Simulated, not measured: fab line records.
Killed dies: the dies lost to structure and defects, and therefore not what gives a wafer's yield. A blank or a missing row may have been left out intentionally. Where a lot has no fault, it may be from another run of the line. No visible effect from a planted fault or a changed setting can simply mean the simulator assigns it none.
Matching of chambers + flow nandHarc + NHARC_P_BONDPAD_CMP_19 on cmp-03: 4 sister chambers
The step polishes, t overpolish 30 s, cu recess touch 16 s, target thk 160.81 nm. 8 wafers are shown with their chamber, then 8 later ones without.

EACH WAFER AND ITS CHAMBER
| wafer  | chamber | motorCurrentA (A) | overpolishRunS (s) |
|--------|---------|-------------------|--------------------|
| L942.6 | 1       | 12.2              | 30.001             |
| L945.2 | 0       | 14.0              | 30.003             |
| L946.5 | 2       | 13.2              | 29.996             |
| L946.6 | 3       | 12.6              | 30.008             |
| L948.1 | 2       | 13.0              | 30.008             |
| L948.3 | 3       | 12.6              | 30.019             |
| L948.6 | 1       | 13.4              | 29.998             |
| L947.1 | 0       | 13.9              | 29.996             |

WAFERS MISSING THEIR CHAMBER
| wafer  | motorCurrentA (A) | overpolishRunS (s) |
|--------|-------------------|--------------------|
| L947.5 | 14.9              | 30.000             |
| L947.6 | 12.6              | 29.998             |
| L951.2 | 12.6              | 29.986             |
| L951.4 | 13.5              | 29.996             |
| L951.6 | 12.7              | 29.990             |
| L963.3 | 12.6              | 29.993             |
| L963.5 | 12.5              | 29.999             |
| L963.6 | 13.7              | 29.994             |

WHICH CHAMBER EACH ONE RAN IN
| wafer  | from the rows above          | in truth |
|--------|------------------------------|----------|
| L947.5 | can't be placed: 0 or 2      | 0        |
| L947.6 | can't be placed: 1 or 2 or 3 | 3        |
| L951.2 | can't be placed: 1 or 2 or 0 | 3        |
| L951.4 | can't be placed: 0 or 2 or 1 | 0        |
| L951.6 | can't be placed: 1 or 2 or 0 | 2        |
| L963.3 | can't be placed: 1 or 2      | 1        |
| L963.5 | can't be placed: 1 or 2 or 3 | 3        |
| L963.6 | can't be placed: 0 or 2 or 1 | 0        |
Correct placement for 0 of the 8. From these rows, 8 cannot be placed; in 7 the true chamber is one of the candidates. Number placed wrongly: 0.
How it was worked out, from the rows above alone: a wafer's distance from a chamber is the root of the sum, over the readings, of the square of ((its reading less the chamber's mean) divided by the reading's scatter). If the next closest chamber is less than 2 further off than the closest, the wafer can't be placed; otherwise it belongs to the closest. A chamber's mean is the mean of its shown wafers. How the scatter is found: for the shown wafers, subtract from each reading the mean of its chamber, square and add these, divide the total by (wafers less chambers), then take the root.
